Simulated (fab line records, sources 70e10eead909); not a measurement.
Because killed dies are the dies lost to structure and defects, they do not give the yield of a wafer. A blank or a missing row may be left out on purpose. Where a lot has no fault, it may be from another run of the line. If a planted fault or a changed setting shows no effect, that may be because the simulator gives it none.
fab line records    flow nand-harc
record lots=6  wafers=17  last-day=32
route steps=1302 shown A_SOURCE_PLATE@418 A_ONON_D1@424 END@1302
lots with no fault: from the same line, run without faults
start-h: the number of hours between the record's first day and the start of the first shown wafer of the lot    wait-h: how many hours have passed since the lot's step before this one    " repeats the value in the row above    L1.1+2: a single row standing in for several wafers    - no value, or no start given    * or withheld: withheld    < > ~ a bound
route shown NAME@n: names a module that has steps shown in the file, with the first one's number in the route    usual: the fault-free wafers' mean and standard deviation    same: alike in all rows    chamber/n: place in a boat    sites: each site's reading    _std_site: standard deviation of those values    _edge_site: the outer-site mean with the inner-site mean subtracted    radius-mm: for every site, how far away it sits from the centre of the wafer    mask NAME#n: copy n    behind: tool/chamber where the wafer was last shaped    hold: reason for holding the lot/hours on hold/outcome of the hold    device: which transistor (n, p or np) failed to switch    end of line: the tests these same wafers got at the end of their route    a step given without rows: its recipe and nothing more    killed: count of dies lost to structure and defects at first sort (not the wafer's yield)    map: dies across one wafer; x = killed, . = not, _ = none there
set.NAME: setting as actually run; set.NAME@STEP: the setting as run at that earlier step    model.NAME: the simulator's own value behind a step, which no gauge read
a table for each step, a row for each wafer; lots at some steps of the route
services: a tool's chamber out of use, with start hour (start-h, from the record's first day; less than 0 if before it), hours out, and reason
## steps
# step NHARC_A_SOURCE_PLATE_CVD_03
# recipe target-thk-a=2000  temp-c=620  pressure-mtorr=200  time-s=4000  material=poly-Si
# step NHARC_A_SOURCE_PLATE_ANNEAL_05
# recipe temp-c=850  time-s=1800
# step NHARC_A_SOURCE_PLATE_THK_MEAS_06
# recipe thk-meas-gauge=ellipsometry
# usual thk-nm=200.2/2
lot.wafer  tool           chamber  start-h  wait-h  thk-nm
L395.1     film-metro-01  -        166.56   0.4     199.1
L395.4     "              -        "        "       199.1
L395.5     "              -        "        "       199.4
L400.2     film-metro-02  -        223.97   0.4     199.3
L400.4     "              -        "        "       201.0
L400.6     "              -        "        "       199.9
L402.1     film-metro-01  -        249.81   0.4     203.3
L402.2     "              -        "        "       202.6
L402.5     "              -        "        "       200.5
L406.1     film-metro-02  -        280.01   0.4     196.2
L406.2     "              -        "        "       195.8
L406.5     "              -        "        "       200.8
L409.1     film-metro-02  -        304.09   0.4     200.2
L409.2     "              -        "        "       198.7
L409.4     "              -        "        "       199.5
L412.1     film-metro-01  -        338.76   0.4     202.2
L412.2     "              -        "        "       198.5
# step NHARC_A_SOURCE_PLATE_INSPECT_08
# usual raw-defect-count=63/26
lot.wafer  tool               chamber  start-h  wait-h  raw-defect-count
L395.1     defect-inspect-01  -        166.65   0.0     52
L395.4     "                  -        "        "       52
L395.5     "                  -        "        "       50
L400.2     defect-inspect-01  -        224.06   0.0     30
L400.4     "                  -        "        "       48
L400.6     "                  -        "        "       44
L402.1     defect-inspect-02  -        249.88   0.0     47
L402.2     "                  -        "        "       51
L402.5     "                  -        "        "       48
L406.1     defect-inspect-01  -        280.07   0.0     103
L406.2     "                  -        "        "       50
L406.5     "                  -        "        "       59
L409.1     defect-inspect-01  -        304.17   0.0     62
L409.2     "                  -        "        "       49
L409.4     "                  -        "        "       57
L412.1     defect-inspect-01  -        338.86   0.0     69
L412.2     "                  -        "        "       48
# step NHARC_A_ONON_D1_DEP_00
# recipe target-thk-a=10000  n2-flow-sccm=2750  n2o-flow-sccm=2000  nh3-flow-sccm=500  sih4-flow-sccm=210  temp-c=400
# step NHARC_A_ONON_D1_THK_MEAS_02
# recipe thk-meas-gauge=ellipsometry
# usual thk-nm=1003/8.9
lot.wafer  tool           chamber  start-h  wait-h  thk-nm
L395.1     film-metro-02  -        167.23   -       995
L395.4     "              -        "        "       998
L395.5     "              -        "        "       997
L400.2     film-metro-02  -        224.64   -       988
L400.4     "              -        "        "       987
L400.6     "              -        "        "       989
L402.1     film-metro-02  -        250.45   -       1019
L402.2     "              -        "        "       1017
L402.5     "              -        "        "       1017
L406.1     film-metro-01  -        280.65   -       1001
L406.2     "              -        "        "       999
L406.5     "              -        "        "       999
L409.1     film-metro-01  -        304.77   -       1017
L409.2     "              -        "        "       1020
L409.4     "              -        "        "       1018
L412.1     film-metro-01  -        339.44   -       1015
L412.2     "              -        "        "       1017
# step NHARC_A_ONON_D1_DEP_03
# recipe target-thk-a=10000  n2-flow-sccm=2750  n2o-flow-sccm=2000  nh3-flow-sccm=500  sih4-flow-sccm=210  temp-c=400
# step NHARC_A_ONON_D1_THK_MEAS_05
# recipe thk-meas-gauge=ellipsometry
# usual thk-nm=999/9.8
lot.wafer  tool           chamber  start-h  wait-h  thk-nm
L395.1     film-metro-02  -        167.81   -       995
L395.4     "              -        "        "       993
L395.5     "              -        "        "       995
L400.2     film-metro-02  -        225.20   -       1003
L400.4     "              -        "        "       1005
L400.6     "              -        "        "       1005
L402.1     film-metro-01  -        251.02   -       1018
L402.2     "              -        "        "       1018
L402.5     "              -        "        "       1017
L406.1     film-metro-02  -        281.21   -       993
L406.2     "              -        "        "       993
L406.5     "              -        "        "       993
L409.1     film-metro-02  -        305.34   -       996
L409.2     "              -        "        "       995
L409.4     "              -        "        "       995
L412.1     film-metro-01  -        340.00   -       1006
L412.2     "              -        "        "       1006
# step NHARC_A_ONON_D1_DEP_06
# recipe target-thk-a=10000  n2-flow-sccm=2750  n2o-flow-sccm=2000  nh3-flow-sccm=500  sih4-flow-sccm=210  temp-c=400
# step NHARC_A_ONON_D1_THK_MEAS_08
# recipe thk-meas-gauge=ellipsometry
# usual thk-nm=999/9.9
lot.wafer  tool           chamber  start-h  wait-h  thk-nm
L395.1     film-metro-02  -        168.37   -       994
L395.4     "              -        "        "       994
L395.5     "              -        "        "       993
L400.2     film-metro-01  -        225.77   -       1009
L400.4     "              -        "        "       1011
L400.6     "              -        "        "       1010
L402.1     film-metro-01  -        251.59   -       991
L402.2     "              -        "        "       990
L402.5     "              -        "        "       990
L406.1     film-metro-02  -        281.77   -       1010
L406.2     "              -        "        "       1010
L406.5     "              -        "        "       1009
L409.1     film-metro-01  -        305.91   -       979
L409.2     "              -        "        "       980
L409.4     "              -        "        "       979
L412.1     film-metro-01  -        340.57   -       1005
L412.2     "              -        "        "       1006
# step NHARC_A_ONON_D1_DEP_09
# recipe target-thk-a=10000  n2-flow-sccm=2750  n2o-flow-sccm=2000  nh3-flow-sccm=500  sih4-flow-sccm=210  temp-c=400
lot.wafer   tool           chamber  start-h  wait-h
L395.1+4+5  pecvd-onon-02  0        168.43   0.1
L400.2+4+6  pecvd-onon-03  0        225.88   0.1
L402.1+2+5  pecvd-onon-03  0        251.64   0.1
L406.1+2+5  pecvd-onon-03  0        281.83   0.1
L409.1+2+4  pecvd-onon-03  0        305.98   0.1
L412.1+2    pecvd-onon-03  0        340.63   0.1
# step NHARC_A_ONON_D1_THK_MEAS_11
# recipe thk-meas-gauge=ellipsometry
# usual thk-nm=994/14
lot.wafer  tool           chamber  start-h  wait-h  thk-nm
L395.1     film-metro-02  -        168.94   -       1001
L395.4     "              -        "        "       1001
L395.5     "              -        "        "       1002
L400.2     film-metro-01  -        226.34   -       991
L400.4     "              -        "        "       991
L400.6     "              -        "        "       991
L402.1     film-metro-02  -        252.15   -       970
L402.2     "              -        "        "       970
L402.5     "              -        "        "       970
L406.1     film-metro-02  -        282.34   -       980
L406.2     "              -        "        "       982
L406.5     "              -        "        "       981
L409.1     film-metro-02  -        306.49   -       983
L409.2     "              -        "        "       500
L409.4     "              -        "        "       984
L412.1     film-metro-01  -        341.14   -       987
L412.2     "              -        "        "       502
# step NHARC_A_ONON_D1_DEP_12
# recipe target-thk-a=10000  n2-flow-sccm=2750  n2o-flow-sccm=2000  nh3-flow-sccm=500  sih4-flow-sccm=210  temp-c=400
# step NHARC_END_SORT_01
# recipe temp-c=25
# usual killed-at-array=59/19  killed-at-other=0.6/0.85  killed-at-periphery=3.8/2.5  killed-dies=64/19  killed-open=3.3/1.8  killed-short=2.2/1.6
# same gross-dies=677
lot.wafer  tool       chamber  start-h  wait-h  killed-at-array  killed-at-other  killed-at-periphery  killed-dies  killed-open  killed-short
L406.2     prober-01  0        690.25   2.8     59               0                2                    61           2            3
L409.2     prober-01  0        701.09   2.8     674              0                3                    677          4            0
L412.2     prober-01  0        762.55   2.8     668              0                9                    677          4            3
# killed by level:class
L406.2 A_SLIT:chamber-film-flake=36 A_CONTACT:chamber-film-flake=8 A_WL_FILL:chamber-film-flake=4 A_CHANNEL_HOLE_D1:chamber-film-flake=3 A_STAIRCASE:chamber-film-flake=3 P_M0:geometric-particle:open=1 A_DECK1_JOINT:geometric-particle:short=1 A_CHANNEL_HOLE_D2:geometric-particle:short=1
L409.2 A_ONON_D1:area-dep=609 A_SLIT:chamber-film-flake=39 A_CHANNEL_HOLE_D1:chamber-film-flake=21 A_CONTACT:chamber-film-flake=2 P_STI:geometric-particle:open=1 P_GATE:geometric-particle:open=1 A_CHANNEL_FILL_D1:geometric-particle:open=1 A_CONTACT:geometric-particle:open=1
L412.2 A_ONON_D1:area-dep=612 A_SLIT:chamber-film-flake=27 A_CHANNEL_HOLE_D1:chamber-film-flake=18 A_ZERO_WELL:chamber-film-flake=3 P_STI:chamber-film-flake=2 P_GATE:chamber-film-flake=2 A_STAIRCASE:chamber-film-flake=2 P_CONTACT:geometric-particle:short=1
# map L409.2 (x killed, . not)
____________x____________
_________xxxxxxx_________
_______xxxxxxxxxxx_______
______xxxxxxxxxxxxx______
_____xxxxxxxxxxxxxxx_____
____xxxxxxxxxxxxxxxxx____
____xxxxxxxxxxxxxxxxx____
___xxxxxxxxxxxxxxxxxxx___
___xxxxxxxxxxxxxxxxxxx___
__xxxxxxxxxxxxxxxxxxxxx__
__xxxxxxxxxxxxxxxxxxxxx__
_xxxxxxxxxxxxxxxxxxxxxxx_
_xxxxxxxxxxxxxxxxxxxxxxx_
_xxxxxxxxxxxxxxxxxxxxxxx_
_xxxxxxxxxxxxxxxxxxxxxxx_
_xxxxxxxxxxxxxxxxxxxxxxx_
xxxxxxxxxxxxxxxxxxxxxxxxx
xxxxxxxxxxxxxxxxxxxxxxxxx
xxxxxxxxxxxxxxxxxxxxxxxxx
xxxxxxxxxxxxxxxxxxxxxxxxx
xxxxxxxxxxxxxxxxxxxxxxxxx
_xxxxxxxxxxxxxxxxxxxxxxx_
_xxxxxxxxxxxxxxxxxxxxxxx_
_xxxxxxxxxxxxxxxxxxxxxxx_
_xxxxxxxxxxxxxxxxxxxxxxx_
_xxxxxxxxxxxxxxxxxxxxxxx_
__xxxxxxxxxxxxxxxxxxxxx__
__xxxxxxxxxxxxxxxxxxxxx__
___xxxxxxxxxxxxxxxxxxx___
___xxxxxxxxxxxxxxxxxxx___
____xxxxxxxxxxxxxxxxx____
____xxxxxxxxxxxxxxxxx____
_____xxxxxxxxxxxxxxx_____
______xxxxxxxxxxxxx______
_______xxxxxxxxxxx_______
_________xxxxxxx_________
____________x____________
# map L412.2 (x killed, . not)
____________x____________
_________xxxxxxx_________
_______xxxxxxxxxxx_______
______xxxxxxxxxxxxx______
_____xxxxxxxxxxxxxxx_____
____xxxxxxxxxxxxxxxxx____
____xxxxxxxxxxxxxxxxx____
___xxxxxxxxxxxxxxxxxxx___
___xxxxxxxxxxxxxxxxxxx___
__xxxxxxxxxxxxxxxxxxxxx__
__xxxxxxxxxxxxxxxxxxxxx__
_xxxxxxxxxxxxxxxxxxxxxxx_
_xxxxxxxxxxxxxxxxxxxxxxx_
_xxxxxxxxxxxxxxxxxxxxxxx_
_xxxxxxxxxxxxxxxxxxxxxxx_
_xxxxxxxxxxxxxxxxxxxxxxx_
xxxxxxxxxxxxxxxxxxxxxxxxx
xxxxxxxxxxxxxxxxxxxxxxxxx
xxxxxxxxxxxxxxxxxxxxxxxxx
xxxxxxxxxxxxxxxxxxxxxxxxx
xxxxxxxxxxxxxxxxxxxxxxxxx
_xxxxxxxxxxxxxxxxxxxxxxx_
_xxxxxxxxxxxxxxxxxxxxxxx_
_xxxxxxxxxxxxxxxxxxxxxxx_
_xxxxxxxxxxxxxxxxxxxxxxx_
_xxxxxxxxxxxxxxxxxxxxxxx_
__xxxxxxxxxxxxxxxxxxxxx__
__xxxxxxxxxxxxxxxxxxxxx__
___xxxxxxxxxxxxxxxxxxx___
___xxxxxxxxxxxxxxxxxxx___
____xxxxxxxxxxxxxxxxx____
____xxxxxxxxxxxxxxxxx____
_____xxxxxxxxxxxxxxx_____
______xxxxxxxxxxxxx______
_______xxxxxxxxxxx_______
_________xxxxxxx_________
____________x____________
## services
tool           chamber  start-h  hours  kind
pecvd-onon-02  -        185.09   13.0   pm
pecvd-onon-03  -        186.71   2.8    repair
pecvd-onon-03  -        227.00   13.0   pm
## key
first-sign step=NHARC_A_ONON_D1_THK_MEAS_11  reading=thk-nm  direction=down  sigmas=36  usual=994  struck=501
effect step=NHARC_END_SORT_01  reading=killed-dies  direction=up  sigmas=33  usual=64  struck=677
more-kills-born-at NHARC_A_ONON_D1_DEP_09@pecvd-onon-03=1221
met-at NHARC_A_ONON_D1_DEP_09
struck-wafers L409.2,L412.2
later-rows-left-out L409.2,L412.2
tester-left-out L409,L412
onset-between 281.83 305.98
fault kind=process-parameter-drift  tool=pecvd-onon-03  chamber=-  onset-h=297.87  steps=NHARC_A_ONON_D1_DEP_09  channel=target-thk-a  offset=*  shape=step  end-h=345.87  scope=struck-wafers-only  acts-in=*  stated=*
# tester-left-out: of these lots the tester's yield and bins aren't shown, on N5 and GAA mostly nor the transistor test; their killed dies are dies lost to structure and defects alone, not to doping, threshold or leakage, so they don't give the yield
# later-rows-left-out: the simulator's readings of these wafers behind a module that went badly wrong aren't trusted and aren't shown, but for the sort
